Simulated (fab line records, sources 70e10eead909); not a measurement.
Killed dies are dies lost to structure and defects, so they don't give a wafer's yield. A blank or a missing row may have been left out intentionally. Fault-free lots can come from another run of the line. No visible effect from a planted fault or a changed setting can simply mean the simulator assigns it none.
Matching of chambers + flow nandHarc + 3 sister chambers for NHARC_A_STAIRCASE_DEP_151 on pecvd-02
The step deposits SiO2, target thk 3800 nm. 6 wafers are shown with their chamber, then 10 later ones without.

## EACH WAFER AND ITS CHAMBER
| wafer  | chamber | heaterPowerW (W) | heaterPowerOuterW (W) |
|--------|---------|------------------|-----------------------|
| L080.4 | 2       | 523              | 281                   |
| L080.5 | 0       | 826              | 457                   |
| L086.3 | 0       | 885              | 545                   |
| L086.6 | 2       | 583              | 305                   |
| L087.3 | 1       | 755              | 439                   |
| L087.4 | 1       | 676              | 385                   |

## WAFERS WHOSE CHAMBER IS MISSING
| wafer  | heaterPowerW (W) | heaterPowerOuterW (W) |
|--------|------------------|-----------------------|
| L087.5 | 774              | 443                   |
| L090.2 | 779              | 447                   |
| L090.3 | 702              | 384                   |
| L090.4 | 667              | 375                   |
| L091.1 | 971              | 567                   |
| L091.2 | 728              | 400                   |
| L091.6 | 774              | 436                   |
| L097.3 | 675              | 369                   |
| L097.4 | 580              | 310                   |
| L097.6 | 779              | 441                   |

## CHAMBER TAKEN BY EACH
| wafer  | from the rows above     | in truth                   |
|--------|-------------------------|----------------------------|
| L087.5 | can't be placed: 1 or 0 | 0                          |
| L090.2 | can't be placed: 1 or 0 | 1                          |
| L090.3 | 1                       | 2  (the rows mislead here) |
| L090.4 | can't be placed: 1 or 2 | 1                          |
| L091.1 | 0                       | 0                          |
| L091.2 | 1                       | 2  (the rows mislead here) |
| L091.6 | can't be placed: 1 or 0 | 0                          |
| L097.3 | can't be placed: 1 or 2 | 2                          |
| L097.4 | 2                       | 2                          |
| L097.6 | can't be placed: 1 or 0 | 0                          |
Correct placement for 2 of the 10. Not placeable from these rows: 6 (in 6, the candidates include the true chamber). Placed wrongly: 2.
How it was worked out, from the rows above alone: a wafer's distance from a chamber is the root of the sum, over the readings, of the square of ((its reading less the chamber's mean) divided by the reading's scatter). The wafer belongs to the nearest chamber; if the next one is less than 2 further off, it can't be placed. Each chamber's mean is taken over the wafers shown for it. The scatter is the square root of a quotient: the sum, over the shown wafers, of each reading's squared deviation from its chamber's mean, divided by wafers minus chambers.
